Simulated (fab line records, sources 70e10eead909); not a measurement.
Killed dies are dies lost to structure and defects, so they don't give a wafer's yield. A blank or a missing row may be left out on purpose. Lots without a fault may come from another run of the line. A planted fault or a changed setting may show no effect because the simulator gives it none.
A struck lot beside a sound one | flow nand_harc | 14 steps out of a route of 1302
Sound: wafers L310.3, L310.5, L310.6. Struck: wafer L308.1. (L308.6 of the same lot was not struck and is left out.) The cause comes at the end.
At each step with rows: each side's tool, then ch and its chambers, then its first start. Under that, the readings that differ: sound wafers | struck wafers | difference of the means | sigmas: that difference in standard deviations of wafers without a fault.
alike: readings whose means differ by less than 2 such deviations, and words and numbers that are the same on both sides. not compared: withheld readings, readings that some wafer has no value for, bounds like >300 that may hide the same value, and numbers for which the record gives no deviation and whose values overlap.
The two part at a step that has a row with sigmas, a row that says differs or no value, or rows on one side only. Numbers that don't overlap but have no deviation are shown without sigmas and don't part them. A reading that every wafer of one side lacks parts them only if that side has two wafers or more.

first, 1 step without rows for these wafers: NHARC_A_STAIRCASE_DESCUM_219 (chemistry O2, time 3 s).
NHARC_A_STAIRCASE_TRIM_220: chemistry O2, time 211.2 s.
  sound on rie_diel-07 ch 0,2,3, day 22 14:22; struck on rie_diel-04 ch 2, day 21 01:44
  alike: drypump_motor_current_A, oes_product_au, rf_vpp_V, showerhead_plenum_p_Torr, throttle_valve_pct
  not compared: rf_hours_counter_h
then, 4 steps without rows for these wafers: NHARC_A_STAIRCASE_ETCH_221 (etches the open film in C4F8/O2, target depth 100 nm, time 40.5 s); NHARC_A_STAIRCASE_TRIM_222 (chemistry O2, time 211.2 s); NHARC_A_STAIRCASE_ETCH_223 (etches the open film in C4F8/O2, target depth 100 nm, time 40.5 s); NHARC_A_STAIRCASE_TRIM_224 (chemistry O2, time 211.2 s).
NHARC_A_STAIRCASE_ETCH_225: etches the open film in C4F8/O2, target depth 100 nm, time 40.5 s.
  sound on rie_diel-07 ch 1,2,3; struck on rie_diel-04 ch 1
  alike: oes_product_au, rf_vpp_V
  not compared: rf_hours_counter_h
then, 1 step without rows for these wafers: NHARC_A_STAIRCASE_TRIM_226 (chemistry O2, time 211.2 s).
NHARC_A_STAIRCASE_ETCH_227: etches the open film in C4F8/O2, target depth 100 nm, time 40.5 s.
  sound on rie_diel-07 ch 2,3; struck on rie_diel-04 ch 1
  alike: oes_product_au, rf_vpp_V
  not compared: rf_hours_counter_h
NHARC_A_STAIRCASE_TRIM_229: chemistry O2, time 211.2 s.
  sound on rie_diel-07 ch 1,2,3, day 22 15:25; struck on rie_diel-04 ch 2, day 21 02:48
  alike: drypump_motor_current_A, oes_product_au, rf_vpp_V, showerhead_plenum_p_Torr, throttle_valve_pct
  not compared: rf_hours_counter_h
NHARC_A_STAIRCASE_ETCH_230: etches the open film in C4F8/O2, target depth 100 nm, time 40.5 s.
  sound on rie_diel-07 ch 2,3; struck on rie_diel-04 ch 3
  alike: oes_product_au, rf_vpp_V
  not compared: rf_hours_counter_h
NHARC_A_STAIRCASE_TRIM_231: chemistry O2, time 211.2 s.
  sound on rie_diel-07 ch 1,2, day 22 15:37; struck on rie_diel-04 ch 2, day 21 03:02
  reading               | sound             | struck | difference | sigmas
  oes_product_au (a.u.) | 1.010 0.996 1.013 | 1.149  | +0.143     | +13
  alike: drypump_motor_current_A, rf_vpp_V, showerhead_plenum_p_Torr, throttle_valve_pct
  not compared: rf_hours_counter_h
then, 2 steps without rows for these wafers: NHARC_A_STAIRCASE_ETCH_232 (etches the open film in C4F8/O2, target depth 100 nm, time 40.5 s); NHARC_END_SORT_01.

WHERE THEY PART
Only at NHARC_A_STAIRCASE_TRIM_231, within this record.

WHY: what the simulator had put in
Process parameter drift: rie_diel-04, from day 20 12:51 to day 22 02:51, at NHARC_A_STAIRCASE_TRIM_231. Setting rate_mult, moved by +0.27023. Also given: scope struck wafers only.
